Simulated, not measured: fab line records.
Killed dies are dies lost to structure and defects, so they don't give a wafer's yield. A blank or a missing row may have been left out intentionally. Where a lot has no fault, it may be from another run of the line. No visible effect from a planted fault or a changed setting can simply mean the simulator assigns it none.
Problem report, 8D (eight disciplines) form, completed by code / flow nand harc / the parts of the form that need people (team, actions taken, sign-off) are left out

1. WHAT IS WRONG
A mean of 0.868 a.u. is read at NHARC_P_M2_ETCH_28 for oes product au, taken on 1 wafer of 1 lot, against 1.006 a.u. (standard deviation 0.016) on wafers free of any fault. That is -8.6 standard deviations from the usual mean.
The step: etches the open film in CF4/N2, target depth 30 nm, time 72.99 s.
First seen on wafer L209.2, day 9 11:29, on rie diel-09. Wafers with a number at this step in the record: 30, from 10 lots. Rule for "out" (also "out of limits"): further than 4 standard deviations from the usual mean. The other wafers with a number count as sound.

2. WHAT THIS IS AND IS NOT
question=which readings at this step | is=oes product au | is not=cf4 flow sccm, drypump motor current A, rf vpp V, showerhead plenum p Torr
question=which lots | is=L209 | is not=L198, L199, L200, L201, L202, L203, L206, L214, L215
question=which wafers of those lots | is=L209.2 | is not=L209.1, L209.3
question=read on which tools | is=rie diel-09 | is not=rie diel-04, rie diel-07
question=when | is=from day 9 11:29 | is not=up to then (23 sound wafers); but 6 sound wafers of L214, L215 came after

3. THE SUSPECTS, EACH WITH WHAT RULES IT OUT
Counting: if a tool at a process step up to the reading ran every lot that is out, it stays a suspect. Sound lots after the first of them don't rule it out here, since some wafers of a struck lot are sound.
- rie diel-04 at NHARC_P_M2_ETCH_35 (etches the open film in N2/H2, target depth 40 nm, overetch 12 nm, time 43.94 s): kept. The lot that is out, L209, ran on it at day 9 10:57; the last sound lot it ran before that was L203, at day 7 11:29.
- rie diel-09 at NHARC_P_M2_ETCH_28 (etches the open film in CF4/N2, target depth 30 nm, time 72.99 s): kept. The lot that is out, L209, ran on it at day 9 11:29; the last sound lot it ran before that was L206, at day 8 04:24. Its own readings are out on those wafers: oes product au.
- In rie diel-04 at NHARC_P_M2_ETCH_35, the wafers that are out were processed in chamber 1 and their sound lot-mates in chambers 0, 3.
- In rie diel-09 at NHARC_P_M2_ETCH_28, the wafers that are out were processed in chamber 1 and their sound lot-mates in chambers 0, 2.
What counting leaves: rie diel-04 at NHARC_P_M2_ETCH_35 and rie diel-09 at NHARC_P_M2_ETCH_28.

4. THE CAUSE (what the simulator had put in)
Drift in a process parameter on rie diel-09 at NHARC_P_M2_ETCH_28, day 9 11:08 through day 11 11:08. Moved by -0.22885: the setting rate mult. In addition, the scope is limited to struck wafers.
After counting, 2 suspects remain, this tool included.

5. THE CHAIN OF EFFECTS, in route order
One row per reading whose mean, taken over the struck wafers that have a number, lies over 3 standard deviations from the usual. Only readings whose record carries a usual standard deviation are examined. hours: median over the lots of the time between each lot's start at the first step of this table that gives one and its start at this step. sigmas: the change, counted in usual standard deviations.
hours=0; step=NHARC_P_M2_ETCH_28; reading=oes product au; usual=1.006 a.u.; on struck wafers=0.868; change=-0.138; sigmas=-8.6
The process steps in it:
- NHARC_P_M2_ETCH_28: etches the open film in CF4/N2, target depth 30 nm, time 72.99 s.

6. HOW IT WOULD HAVE BEEN CAUGHT EARLIER
In this record no reading fell out of limits until day 9 11:29, 0 hours after the fault had begun at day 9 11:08.
